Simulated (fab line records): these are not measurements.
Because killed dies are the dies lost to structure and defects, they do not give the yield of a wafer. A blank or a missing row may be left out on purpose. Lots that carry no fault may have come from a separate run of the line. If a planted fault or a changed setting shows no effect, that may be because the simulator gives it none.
Matching of chambers -- flow n5-finfet -- rie-diel-03 running N5_BEOL_M8_STRIP_19: 4 sister chambers
The step strips in O2. 20 wafers are shown with their chamber, then 10 later ones without.

== WAFERS WITH THEIR CHAMBER ==
wafer,chamber,drypump-motor-current-A (A),throttle-valve-pct (%),oes-product-au (a.u.)
L080.1,0,6.3,16.48,1.03
L080.3,3,5.9,16.43,0.71
L080.5,3,5.9,16.44,0.71
L079.2,1,6.4,16.73,0.75
L079.3,2,5.4,16.22,0.96
L079.6,3,5.9,16.44,0.70
L083.3,3,5.9,16.41,0.71
L083.4,2,5.5,16.23,0.97
L083.5,3,5.9,16.44,0.71
L082.2,0,6.3,16.46,0.98
L082.3,3,5.9,16.42,0.70
L082.5,0,6.2,16.48,0.97
L086.1,1,6.4,16.72,0.73
L086.4,0,6.3,16.50,0.95
L086.6,3,5.9,16.44,0.69
L088.2,1,6.4,16.73,0.73
L088.5,2,5.4,16.24,0.94
L088.6,1,6.4,16.74,0.73
L089.4,2,5.4,16.23,0.92
L089.5,1,6.4,16.75,0.74

SIGNATURES (averages over the wafers above)
reading,chamber 0,chamber 1,chamber 2,chamber 3,scatter within a chamber
drypump-motor-current-A,6.275,6.400,5.425,5.900,0.0306
throttle-valve-pct,16.4800,16.7340,16.2300,16.4314,0.0123
oes-product-au,0.9825,0.7360,0.9475,0.7043,0.0188
Rule: for each reading, subtract the chamber's mean from the wafer's reading, divide by that reading's scatter and square the result; add these up over the readings and take the root, which gives the wafer's distance from the chamber. The wafer belongs to the nearest chamber; if the next one is less than 2 further off, it can't be placed. The scatter: take each reading less its chamber's mean, square it, sum over the shown wafers, divide by the number of wafers less the number of chambers, and take the root.

== WAFERS WITH NO CHAMBER GIVEN ==
wafer,drypump-motor-current-A (A),throttle-valve-pct (%),oes-product-au (a.u.)
L089.6,6.3,16.52,0.94
L090.1,5.9,16.46,0.70
L090.2,6.3,16.49,0.94
L090.6,6.3,16.50,0.94
L092.1,5.9,16.45,0.70
L092.2,6.3,16.53,0.94
L092.6,5.9,16.45,0.69
L096.2,5.5,16.27,0.88
L096.3,6.4,16.79,0.73
L096.5,6.3,16.54,0.90

== WHICH CHAMBER EACH ONE RAN IN ==
wafer,from the rows above,in truth
L089.6,0,0
L090.1,3,3
L090.2,0,0
L090.6,0,0
L092.1,3,3
L092.2,0,0
L092.6,3,3
L096.2,2,2
L096.3,1,1
L096.5,0,0
Placed correctly: 10 of 10. Number that these rows cannot place: 0. Placed wrongly: 0.
